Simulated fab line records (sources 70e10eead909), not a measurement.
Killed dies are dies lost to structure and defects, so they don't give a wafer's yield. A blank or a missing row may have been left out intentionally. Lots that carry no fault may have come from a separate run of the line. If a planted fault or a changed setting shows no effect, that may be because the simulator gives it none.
Chamber matching	flow nandHarc	rieSi-05 running NHARC_A_CHANNEL_FILL_D2_ETCHBACK_19: 4 sister chambers
The step etches the open film in HBr/Cl2, target depth 5 nm, time 1.7 s. 8 wafers are shown with their chamber, then 7 later ones without.

## WAFERS WITH THEIR CHAMBER
wafer	chamber	drypumpMotorCurrentA (A)	oesProductAu (a.u.)
L076.6	0	5.7	0.981
L078.3	0	5.7	0.978
L078.4	2	6.6	1.008
L080.5	3	5.5	0.986
L082.1	3	5.5	0.993
L082.5	1	6.0	0.989
L089.1	2	6.6	1.007
L089.3	1	6.1	1.006

## WAFERS MISSING THEIR CHAMBER
wafer	drypumpMotorCurrentA (A)	oesProductAu (a.u.)
L089.6	6.0	1.005
L096.2	6.6	1.011
L096.3	6.6	1.000
L096.4	5.5	0.999
L097.1	5.5	1.011
L097.2	5.7	0.991
L097.5	5.7	0.988

## THE CHAMBER EACH PASSED THROUGH
wafer	from the rows above	in truth
L089.6	1	1
L096.2	2	2
L096.3	2	2
L096.4	3	3
L097.1	3	3
L097.2	0	0
L097.5	0	0
Correctly placed: 7 of 7. Left unplaced by these rows: 0. Placed wrongly: 0.
How it was worked out, from the rows above alone: a wafer's distance from a chamber is the root of the sum, over the readings, of the square of ((its reading less the chamber's mean) divided by the reading's scatter). If the next closest chamber is less than 2 further off than the closest, the wafer can't be placed; otherwise it belongs to the closest. A chamber's mean is the mean of its shown wafers. The scatter: take each reading less its chamber's mean, square it, sum over the shown wafers, divide by the number of wafers less the number of chambers, and take the root.
